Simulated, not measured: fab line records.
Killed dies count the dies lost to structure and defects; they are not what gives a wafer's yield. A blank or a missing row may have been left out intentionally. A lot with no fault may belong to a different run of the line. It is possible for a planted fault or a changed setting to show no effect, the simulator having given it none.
8D (eight disciplines) problem report, filled in by code ; flow nand-harc ; the parts of the form that need people (team, actions taken, sign-off) are left out

## 1. WHAT IS WRONG
Mean of cd-nm at NHARC_A_M0_CD_MEAS_09: 63.2 nm across 5 wafers in 3 lots; on wafers with no fault it is 80.3 nm (standard deviation 0.71). That is -24 standard deviations from the usual mean.
The step: target cd 80 nm.
Earliest sighting: wafer L419.1 on cd-sem-02 at day 22 12:59. The record holds 45 wafers of 15 lots with a number at this step. By rule, "out" or "out of limits" means more than 4 standard deviations away from the usual mean. Any other wafer with a number is counted as sound.

## 2. WHAT THIS IS AND IS NOT
question;is;is not
which readings at this step;cd-nm;-
which lots;L417, L419, L420;L397, L398, L399, L400, L402, L403, L404, L405, L406, L407, L409, L412
which wafers of those lots;L417.1, L417.5, L419.1, L419.5, L420.1;L417.2, L419.3, L420.2, L420.3
read on which gauges;cd-sem-02, cd-sem-03;cd-sem-01
when;from day 22 12:59;"up to then (37 sound wafers); but 3 sound wafers of L417, L420 came after"

## 3. THE SUSPECTS, EACH WITH WHAT RULES IT OUT
Counting: any tool at a process step up to the reading remains a suspect provided it ran every lot that is out. Sound lots after the first of them don't rule it out here, since some wafers of a struck lot are sound.
- the gauge at NHARC_A_M0_CD_MEAS_09 has been ruled out. The wafers that are out were read on 2 gauges (cd-sem-02, cd-sem-03).
- arfi-scanner-02 at NHARC_A_M0_EXPOSE_06 (exposes mask A M0, target cd 80 nm): kept. It ran every lot that is out, first L419 (day 22 12:50); its last sound lot up to then is L402 (day 20 03:29).
After counting, what remains is arfi-scanner-02 at NHARC_A_M0_EXPOSE_06.

## 4. THE CAUSE (what the simulator had put in)
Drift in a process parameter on arfi-scanner-02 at NHARC_A_M0_EXPOSE_06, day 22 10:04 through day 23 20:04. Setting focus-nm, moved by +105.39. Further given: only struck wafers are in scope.
This tool alone remained once counting was done.

## 5. THE CHAIN OF EFFECTS, in route order
Each row: a reading whose mean over the struck wafers that have a number lies more than 3 standard deviations from the usual. Readings are gone through only where the record gives a usual standard deviation; hours: the median, over the lots, of the time from a lot's start at the first step in this table giving one to that lot's start at this step; sigmas: the change measured in usual standard deviations.
hours;step;reading;usual;on struck wafers;change;sigmas
0;NHARC_A_M0_CD_MEAS_09;cd-nm;80.3 nm;63.2;-17.1;-24
0;NHARC_A_M0_CD_MEAS_16;cd-nm;80.3 nm;63.6;-16.7;-17

## 6. WHAT WOULD HAVE CAUGHT IT SOONER
3 hours passed between the start of the fault at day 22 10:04 and the first reading out of limits at a measuring or inspecting step in this record, taken at day 22 12:59.
Among the 3 lots that are out, L417, L420 began NHARC_A_M0_EXPOSE_06 on arfi-scanner-02 after day 22 12:59. A hold on the tool at that time would have spared those 2.
